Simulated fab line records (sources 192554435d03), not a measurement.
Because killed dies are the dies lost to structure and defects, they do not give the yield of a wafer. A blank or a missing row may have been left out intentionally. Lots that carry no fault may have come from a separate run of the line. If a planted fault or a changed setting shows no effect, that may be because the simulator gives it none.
A lot that was struck, set against a sound lot	flow n5Finfet	16 steps out of a route of 1938
Sound: wafers L835.1, L835.5, L835.6. Struck: wafer L842.3. (L842.2 of the same lot was not struck and is left out.) The cause comes at the end.
Each step with rows lists, per side, the tool, then ch with its chambers, then its first start. Under that, the readings that differ: sound wafers	struck wafers	difference of the means	sigmas: that difference in standard deviations of wafers without a fault.
alike: words and numbers the same on both sides, and readings whose means are apart by under 2 such deviations; not compared: readings that were withheld, readings missing a value for some wafer, numbers with overlapping values and no deviation given by the record, and bounds like >300 which may hide the same value.
Wherever a step has rows on one side only, a row that says differs or no value, or a row with sigmas, the two part there. Numbers that don't overlap but have no deviation are shown without sigmas and don't part them. Lack of a reading on every wafer of one side parts them only where that side has two or more wafers.

first, 8 steps without rows for these wafers: N5_BEOL_M0_SAQP_COAT_81 (time 60 s, resist thk 100 nm); N5_BEOL_M0_SAQP_COAT_82 (time 60 s, resist thk 30 nm); N5_BEOL_M0_SAQP_COAT_08 (resist thk 90 nm); N5_BEOL_M0_SAQP_EBR_10; N5_BEOL_M0_SAQP_SOFTBAKE_09 (time 60 s); N5_BEOL_M0_SAQP_EXPOSE_11 (exposes mask M0 CORE, target cd 42 nm); N5_BEOL_M0_SAQP_PEB_12 (peb time 60 s); N5_BEOL_M0_SAQP_DEVELOP_13 (develop time 30 s).
N5_BEOL_M0_SAQP_CD_MEAS_14: the cd target is 42.5 nm.
  sound on cdSem-01 ch 0, day 6 03:56; struck on cdSem-03 ch 0, day 8 10:20
  alike: cdNm
N5_BEOL_M0_SAQP_OVL_MEAS_15:
  sound on overlay-02 ch 0, day 6 03:58; struck on overlay-01 ch 0, day 8 10:22
reading	sound	struck	difference	sigmas
M0_CORE_OVL (nm)	-0.1 -0.4 0.7	-1.7	-1.8	-2
N5_BEOL_M0_SAQP_INSPECT_16: inspects for defects (brightfield).
  struck on defectInspect-02, day 8 10:23; sound on defectInspect-01, day 6 03:59
  alike: rawDefectCount
N5_BEOL_M0_SAQP_DESCUM_19: chemistry O2, time 7.9 s.
  sound on rieDiel-06 ch 2,3, day 6 04:01; struck on rieDiel-06 ch 0, day 8 10:25
reading	sound	struck	difference	sigmas
drypumpMotorCurrentA (A)	5.6 5.7 5.0	6.4	+1.0	+2
  alike: oesProductAu, rfVppV, showerheadPlenumPTorr, throttleValvePct
  not compared: rfHoursCounterH
N5_BEOL_M0_SAQP_ETCH_83: etches SiARC in CF4, target depth 39 nm, time 65 s.
  sound on rieDiel-06 ch 2,3, day 6 04:04; struck on rieDiel-06 ch 0, day 8 10:27
reading	sound	struck	difference	sigmas
drypumpMotorCurrentA (A)	5.6 5.6 5.0	6.4	+1.0	+2
etchRfOnTimeS (s)	66.1 65.8 66.7	127.4	+61.2	+41
  alike: oesProductAu, rfVppV, showerheadPlenumPTorr, throttleValvePct
  not compared: rfHoursCounterH
N5_BEOL_M0_SAQP_ETCH_84: etches SOC in N2/H2, target depth 100 nm, overetch 20 nm, time 150 s.
  sound on rieDiel-06 ch 2,3, day 6 04:07; struck on rieDiel-06 ch 0, day 8 10:30
reading	sound	struck	difference	sigmas
drypumpMotorCurrentA (A)	5.7 5.7 5.0	6.4	+0.9	+2
  alike: h2FlowSccm, oesProductAu, rfVppV, showerheadPlenumPTorr, throttleValvePct
  not compared: rfHoursCounterH
-- here the record skips 3 days between the struck wafers' starts before and after, leaving off in module BEOL_M0_SAQP and picking up in module BEOL_M4 (first step shown: number 1111 of the route) --
N5_BEOL_M4_RC_MEAS_101:
  sound on prober-01 ch 0, day 8 16:07; struck on prober-02 ch 0, day 11 00:22
  alike: DIBL_N, DIBL_P, IOFF_N, IOFF_P, ION_N, ION_P, SS_N, SS_P, VT_N, VT_P
-- record jumps: 4 days separate the struck wafers' starts on either side; left off in module BEOL_M4, taken up again in module PASSIVATION, whose first shown step is the route's number 1936 --
N5_PASSIVATION_PROBE_49:
  struck on prober-02, day 15 00:20; sound on prober-02, day 12 17:05
reading	sound	struck	difference	sigmas
killed_at_M0_to_M3	61 63 26	20	-30	-2
  alike: defectLimitedYield, killed_at_M4_up, killedAtContacts, killedAtFrontEnd, killedAtOther, killedDies, killedOpen, killedShort, sort_bin_5_function, sort_bin_6_memory, sortNPass, sortYieldPct

WHERE THEY PART
First at N5_BEOL_M0_SAQP_OVL_MEAS_15; last, within this record, at N5_PASSIVATION_PROBE_49.

WHY: what had been put in by the simulator
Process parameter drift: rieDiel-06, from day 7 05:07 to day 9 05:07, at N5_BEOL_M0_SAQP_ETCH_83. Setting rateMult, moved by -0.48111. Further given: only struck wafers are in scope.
